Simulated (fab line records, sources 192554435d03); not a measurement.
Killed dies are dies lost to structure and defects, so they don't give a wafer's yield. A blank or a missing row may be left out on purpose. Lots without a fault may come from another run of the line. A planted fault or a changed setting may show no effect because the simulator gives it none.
fab line records | flow n5_finfet
record lots=10 wafers=30 last_day=16
route steps=1938 shown BEOL_M4@1086 BEOL_M15@1821 MIM_BOT_ETCH@1869 PASSIVATION@1931
lots that met no fault: from a run of the same line without faults
start_h: hours from the record's first day to the start of the lot's first wafer shown | wait_h: hours since the lot's step before | " the same as in the row above | L1.1+2: a row that stands for several wafers | - no value, or no start given | * or withheld: withheld | < > ~ a bound
route shown NAME@n: a module of which the file shows steps, and the number in the route of the first | usual: mean/standard deviation of fault-free wafers | same: alike in all rows | chamber/n: place in a boat | sites: the reading at each site | _std_site: their standard deviation | _edge_site: outer sites' mean less inner sites' | radius_mm: how far each site lies from the wafer's centre | mask NAME#n: copy n | behind: the tool/chamber that last shaped the wafer | hold: why the lot was held/for how many hours/how that ended | device: the transistor (n, p or np) that didn't switch | end of line: the same wafers' tests at the end of the route | a step without rows: its recipe alone | killed: dies lost to structure and defects at the first sort, not the wafer's yield | map: a wafer's dies, x killed, . not, _ none there
set.NAME: the setting as run; set.NAME@STEP: as run at that earlier step | model.NAME: the simulator's own value behind a step, which no gauge read
steps of the route over a sample of lots; a table a step, a row a wafer
services: from which hour (start_h, from the record's first day; less than 0 if before it) a tool's chamber was out of use, for how many hours, and why
## steps
# step N5_BEOL_M4_SPUTTER_79
# recipe material=Cu target_thk_a=45 temp_c=-20 chamber_pressure_pa=0.07 power_w=withheld time_s=8.29
# usual throttle_valve_pct=29.3/1.1
# columns lot.wafer tool chamber start_h wait_h throttle_valve_pct
L653.3 pvd_sputter-02 - 178.53 0.1 29.3
L653.4 " - " " 31.2
L653.5 " - " " 30.2
L655.1 pvd_sputter-01 - 178.57 0.1 27.8
L655.4 " - " " 30.6
L655.6 " - " " 27.9
L656.3 pvd_sputter-01 - 181.51 0.1 29.2
L656.5 " - " " 29.0
L656.6 " - " " 27.8
L657.1 pvd_sputter-01 - 196.34 0.1 30.6
L657.2 " - " " 28.0
L657.6 " - " " 30.6
L659.2 pvd_sputter-01 - 203.07 0.1 30.8
L659.4 " - " " 27.7
L659.5 " - " " 27.5
L658.1 pvd_sputter-01 - 211.16 0.1 27.7
L658.2 " - " " 28.9
L658.4 " - " " 30.6
L663.1 pvd_sputter-01 - 236.10 0.1 28.9
L663.3 " - " " 27.6
L663.5 " - " " 27.7
L664.1 pvd_sputter-01 - 248.40 0.1 30.5
L664.2 " - " " 27.8
L664.3 " - " " 27.8
L665.1 pvd_sputter-01 - 253.46 0.1 29.2
L665.3 " - " " 27.6
L665.4 " - " " 30.4
L670.2 pvd_sputter-01 - 277.70 0.1 30.4
L670.3 " - " " 27.6
L670.4 " - " " 29.2
# step N5_BEOL_M15_SPUTTER_45
# recipe material=Cu target_thk_a=1000 temp_c=-20 bias_v=60 power_w=26000 chamber_pressure_pa=0.13 time_s=16.67
# usual throttle_valve_pct=29.6/1.1
# columns lot.wafer tool chamber start_h wait_h throttle_valve_pct
L653.3 pvd_sputter-02 - 271.89 0.0 29.2
L653.4 " - " " 30.2
L653.5 " - " " 30.2
L655.1 pvd_sputter-02 - 276.37 0.0 29.4
L655.4 " - " " 30.1
L655.6 " - " " 30.3
L656.3 pvd_sputter-01 - 276.41 0.0 27.7
L656.5 " - " " 27.5
L656.6 " - " " 27.4
L657.1 pvd_sputter-03 - 284.27 0.0 28.6
L657.2 " - " " 28.9
L657.6 " - " " 31.0
L659.2 pvd_sputter-02 - 304.41 0.0 29.4
L659.4 " - " " 30.3
L659.5 " - " " 30.0
L658.1 pvd_sputter-03 - 308.39 0.0 28.7
L658.2 " - " " 28.4
L658.4 " - " " 28.7
L663.1 pvd_sputter-03 - 318.99 0.0 28.7
L663.3 " - " " 30.8
L663.5 " - " " 28.7
L664.1 pvd_sputter-03 - 336.26 0.0 28.7
L664.2 " - " " 28.7
L664.3 " - " " 30.7
L665.1 pvd_sputter-02 - 340.23 0.0 29.2
L665.3 " - " " 30.3
L665.4 " - " " 30.1
L670.2 pvd_sputter-02 - 362.80 0.0 30.6
L670.3 " - " " 29.2
L670.4 " - " " 30.2
# step N5_MIM_BOT_ETCH_STRIP_01
# recipe chemistry=O2 power_w=600 temp_c=60 pressure_mtorr=30 rf_frequency_hz=6e+07 bias_power_w=0 overash_fraction=0.5 o2_flow_sccm=225
# usual drypump_motor_current_A=5.6/0.4 oes_product_au=0.79/0.075 rf_vpp_V=3.8/1.4 showerhead_plenum_p_Torr=2.10/0.064 temp_c=60.01/0.12 throttle_valve_pct=16.57/0.22
# columns lot.wafer tool chamber start_h wait_h drypump_motor_current_A oes_product_au rf_hours_counter_h rf_vpp_V showerhead_plenum_p_Torr temp_c throttle_valve_pct
L653.3 rie_diel-04 3 278.59 0.3 5.0 0.83 73 2.3 2.22 59.95 16.46
L653.4 " 2 " " 5.7 0.70 211 4.3 2.16 60.03 16.86
L653.5 " 0 " " 5.9 0.73 - 3.2 2.08 60.08 16.69
L655.1 rie_diel-02 2 283.49 0.1 6.6 0.72 190 5.2 2.01 59.89 16.73
L655.4 " 0 " " 5.4 0.75 149 3.7 2.10 59.84 16.49
L655.6 " 0 " " 5.4 0.75 - 3.1 2.10 59.92 16.52
L656.3 rie_diel-02 3 283.91 0.1 5.5 0.85 78 3.6 2.04 60.01 16.76
L656.5 " 2 " " 6.6 0.74 - 3.5 2.01 60.02 16.73
L656.6 " 1 " " 5.4 0.89 - 4.3 2.11 60.11 16.49
L657.1 rie_diel-02 0 289.66 0.1 5.4 0.74 151 3.2 2.10 60.02 16.53
L657.2 " 2 " " 6.6 0.73 192 4.0 2.01 60.09 16.68
L657.6 " 0 " " 5.4 0.76 - 4.5 2.10 59.98 16.51
L659.2 rie_diel-04 2 312.29 0.1 5.7 0.71 222 4.9 2.16 60.15 16.91
L659.4 " 0 " " 5.9 0.73 218 3.5 2.08 60.16 16.70
L659.5 " 3 " " 5.0 0.83 - 4.5 2.22 60.07 16.49
L658.1 rie_diel-05 2 314.66 0.1 5.8 0.65 243 5.7 2.14 59.91 16.34
L658.2 " 1 " " 5.4 0.85 43 1.5 2.05 59.74 16.60
L658.4 " 0 " " 5.6 0.79 - 2.6 2.20 59.66 16.63
L663.1 rie_diel-02 3 325.25 0.1 5.5 0.83 87 5.5 2.04 59.89 16.74
L663.3 " 0 " " 5.4 0.77 165 3.1 2.09 59.67 16.53
L663.5 " 3 " " 5.5 0.83 - 5.7 2.04 59.96 16.72
L664.1 rie_diel-02 0 342.30 0.1 5.4 0.74 172 5.1 2.09 60.14 16.56
L664.2 " 1 " " 5.4 0.83 60 3.7 2.10 59.88 16.52
L664.3 " 2 " " 6.6 0.72 212 4.6 2.00 59.94 16.77
L665.1 rie_diel-04 0 346.61 0.1 5.9 0.72 230 3.6 2.07 59.98 16.71
L665.3 " 1 " " 5.4 0.82 64 5.5 2.04 60.13 16.28
L665.4 " 3 " " 5.0 0.80 97 6.4 2.21 60.08 16.51
L670.2 rie_diel-04 0 370.52 0.1 5.9 0.70 238 2.5 2.07 59.85 16.69
L670.3 " 2 " " 5.7 0.70 242 1.0 2.15 60.24 16.90
L670.4 " 3 " " 5.0 0.82 104 3.1 2.21 60.19 16.53
# step N5_PASSIVATION_STRIP_48
# recipe chemistry=O2 power_w=600 temp_c=60 pressure_mtorr=30 rf_frequency_hz=6e+07 bias_power_w=0 overash_fraction=0.5 o2_flow_sccm=225
# usual drypump_motor_current_A=5.56/0.3 oes_product_au=0.79/0.081 rf_vpp_V=3.4/2.2 showerhead_plenum_p_Torr=2.11/0.065 temp_c=60.00/0.13 throttle_valve_pct=16.56/0.21
# columns lot.wafer tool chamber start_h wait_h drypump_motor_current_A oes_product_au rf_hours_counter_h rf_vpp_V showerhead_plenum_p_Torr temp_c throttle_valve_pct
L653.3 rie_diel-04 2 287.04 0.1 5.64 0.71 214 2.6 2.16 60.15 16.83
L653.4 " 3 " " 4.96 0.85 76 1.4 2.22 59.98 16.47
L653.5 " 3 " " 4.94 0.85 - 2.2 2.22 59.89 16.51
L655.1 rie_diel-04 1 291.61 0.1 5.36 0.82 46 5.8 2.05 60.00 16.24
L655.4 " 0 " " 5.90 0.74 212 3.0 2.08 60.03 16.64
L655.6 " 2 " " 5.73 0.68 - 3.5 2.16 59.96 16.93
L656.3 rie_diel-05 3 292.47 0.1 5.73 0.70 246 1.0 2.08 59.87 16.71
L656.5 " 2 " " 5.76 0.68 - 1.3 2.14 59.97 16.33
L656.6 " 3 " " 5.70 0.68 - 2.0 2.08 59.97 16.74
L657.1 rie_diel-05 3 296.97 0.1 5.68 0.68 248 1.3 2.08 60.11 16.80
L657.2 " 1 " " 5.38 0.90 36 1.2 2.05 59.92 16.69
L657.6 " 0 " " 5.55 0.82 - 9.7 2.21 60.14 16.69
L659.2 rie_diel-05 2 317.83 0.1 5.82 0.69 245 6.8 2.14 60.12 16.45
L659.4 " 1 " " 5.39 0.87 - 1.9 2.05 60.12 16.67
L659.5 " 2 " " 5.77 0.68 - 3.7 2.14 59.98 16.40
L658.1 rie_diel-05 0 320.40 0.1 5.60 0.78 102 1.7 2.20 60.04 16.61
L658.2 " 1 " " 5.38 0.89 47 0 2.05 60.09 16.60
L658.4 " 1 " " 5.41 0.87 - 6.0 2.05 59.98 16.62
L663.1 rie_diel-05 1 331.32 0.1 5.36 0.86 52 3.9 2.05 60.20 16.64
L663.3 " 3 " " 5.68 0.98 2 2.7 2.08 59.81 16.26
L663.5 " 3 " " 5.62 0.97 - 1.3 2.08 60.00 16.25
L664.1 rie_diel-04 3 347.72 0.1 4.95 0.80 98 5.4 2.21 60.12 16.45
L664.2 " 1 " " 5.38 0.84 64 4.2 2.04 59.98 16.35
L664.3 " 2 " " 5.72 0.67 235 1.2 2.15 60.09 16.90
L665.1 rie_diel-04 3 352.91 0.1 4.95 0.84 99 3.6 2.21 59.91 16.49
L665.3 " 0 " " 5.93 0.72 232 2.4 2.07 60.05 16.66
L665.4 " 1 " " 5.40 0.82 66 3.7 2.04 60.05 16.31
L670.2 rie_diel-05 0 378.33 0.1 5.56 0.78 125 4.4 2.20 59.94 16.70
L670.3 " 3 " " 5.67 0.91 20 2.1 2.07 60.00 16.39
L670.4 " 2 " " 5.82 0.93 11 4.1 2.13 59.73 15.94
# step N5_PASSIVATION_PROBE_49
# usual defect_limited_yield=91.0/1.5 killed_at_M0_to_M3=34/9.1 killed_at_M4_up=14/5.7 killed_at_contacts=13/5.7 killed_at_front_end=42/12 killed_at_other=4/3.4 killed_dies=106/17 killed_on_rim=14/4.3 killed_open=70/13 killed_short=34/7.5 sort_bin_5_function=5.2/0.94 sort_bin_6_memory=3.4/0.69 sort_n_pass=1074/17 sort_yield_pct=91.0/1.5
# same gross_dies=1180 killed_at_back_side=0 sort_bin_4_leakage[%]=0 sort_bin_8_speed[%]=0
# columns lot.wafer tool chamber start_h wait_h defect_limited_yield[%] killed_at_M0_to_M3 killed_at_M4_up killed_at_contacts killed_at_front_end killed_at_other killed_dies killed_on_rim killed_open killed_short sort_bin_5_function[%] sort_bin_6_memory[%] sort_n_pass sort_yield_pct[%]
L665.1 prober-02 - 356.70 0.0 91.9 26 12 10 45 3 96 12 65 28 4.5 3.2 1084 91.9
L665.3 prober-02 - 356.80 0.1 90.8 27 7 13 59 2 108 8 72 34 5.7 3.1 1072 90.8
L665.4 prober-02 - 356.85 0.2 83.3 20 116 11 46 4 197 33 68 22 10.7 3.8 983 83.3
L670.2 prober-01 - 380.92 0.1 83.7 17 123 18 33 1 192 25 58 26 9.9 4.0 988 83.7
L670.3 prober-01 - 380.97 0.1 89.9 36 11 14 48 10 119 11 79 39 6.1 3.9 1061 89.9
L670.4 prober-01 - 381.02 0.2 91.3 35 12 13 42 1 103 15 72 31 5.5 3.1 1077 91.3
# killed by level:class
L665.1 FIN_SAQP:geometric_particle:open=12 BEOL_M3:geometric_particle:open=7 FIN_SAQP:geometric_particle:short=6 MOL_CONTACT_COAG:geometric_particle:open=6 STI_FIN_REVEAL:geometric_particle:open=5 BEOL_M0_SAQP:geometric_particle:open=5 BEOL_M1:geometric_particle:open=5 DUMMY_GATE:geometric_particle:open=4
L665.3 FIN_SAQP:geometric_particle:open=19 FIN_SAQP:geometric_particle:short=11 STI_FIN_REVEAL:geometric_particle:open=10 MOL_CONTACT_COAG:geometric_particle:open=9 BEOL_M3:geometric_particle:open=8 BEOL_M0_SAQP:geometric_particle:short=5 DUMMY_GATE:geometric_particle:open=4 GATE_CUT:geometric_particle:open=4
L665.4 BEOL_M4:unspecified=104 FIN_SAQP:geometric_particle:open=16 MOL_CONTACT_COAG:geometric_particle:open=10 GATE_CUT:geometric_particle:open=6 BEOL_M0_SAQP:geometric_particle:short=5 BEOL_M3:geometric_particle:open=5 FIN_SAQP:geometric_particle:short=4 STI_FIN_REVEAL:geometric_particle:open=4
L670.2 BEOL_M4:unspecified=108 MOL_CONTACT_COAG:geometric_particle:open=13 FIN_SAQP:geometric_particle:short=5 STI_FIN_REVEAL:geometric_particle:open=5 MOL_CONTACT_COAG:geometric_particle:short=5 BEOL_M1:geometric_particle:open=5 BEOL_M7:geometric_particle:open=5 FIN_SAQP:geometric_particle:open=4
L670.3 FIN_SAQP:geometric_particle:open=12 MOL_CONTACT_COAG:geometric_particle:open=12 BEOL_M1:geometric_particle:open=9 FIN_SAQP:geometric_particle:short=8 BEOL_M1:geometric_particle:short=8 DUMMY_GATE:geometric_particle:open=5 BEOL_M2:geometric_particle:open=5 BEOL_M3:geometric_particle:open=5
L670.4 FIN_SAQP:geometric_particle:open=12 MOL_CONTACT_COAG:geometric_particle:open=10 FIN_SAQP:geometric_particle:short=9 STI_FIN_REVEAL:geometric_particle:open=8 BEOL_M0_SAQP:geometric_particle:short=7 BEOL_M1:geometric_particle:open=7 BEOL_M2:geometric_particle:open=7 BEOL_M3:geometric_particle:open=5
## services
# columns tool chamber start_h hours kind
rie_diel-05 3 207.52 3.0 repair
rie_diel-04 2 266.00 8.9 repair
rie_diel-05 3 304.84 - clean
rie_diel-05 3 304.84 - consumable_replace:focus_ring
rie_diel-05 3 304.84 21.1 scheduled_down
rie_diel-05 3 304.84 21.1 vent_cycle
rie_diel-02 3 307.91 13.1 repair
rie_diel-05 2 328.06 - clean
rie_diel-05 2 328.06 - consumable_replace:focus_ring
rie_diel-05 1 337.55 4.0 repair
pvd_sputter-03 - 341.47 6.6 repair
rie_diel-05 - 352.42 0.5 repair
pvd_sputter-01 - 369.52 4.6 repair
rie_diel-02 - 372.06 0.2 repair
## key
first_sign step=N5_PASSIVATION_PROBE_49 reading=killed_at_M4_up direction=up sigmas=19 usual=14 struck=120
effect step=N5_PASSIVATION_PROBE_49 reading=defect_limited_yield direction=down sigmas=5.1 usual=91.0 struck=83.5
more_kills_born_at N5_BEOL_M4_SPUTTER_79@pvd_sputter-01=212
met_at N5_BEOL_M4_SPUTTER_79
struck_lots L665,L670
struck_wafers L665.4,L670.2
not_acting_at N5_BEOL_M15_SPUTTER_45,N5_MIM_BOT_ETCH_STRIP_01,N5_PASSIVATION_STRIP_48
onset_between 248.40 253.46
fault kind=chamber_particle_source tool=pvd_sputter-01 chamber=- onset_h=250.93 steps=N5_BEOL_M4_SPUTTER_79 rate_per_visit_cm2=0.75656 end_h=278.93 scope=struck_wafers_only
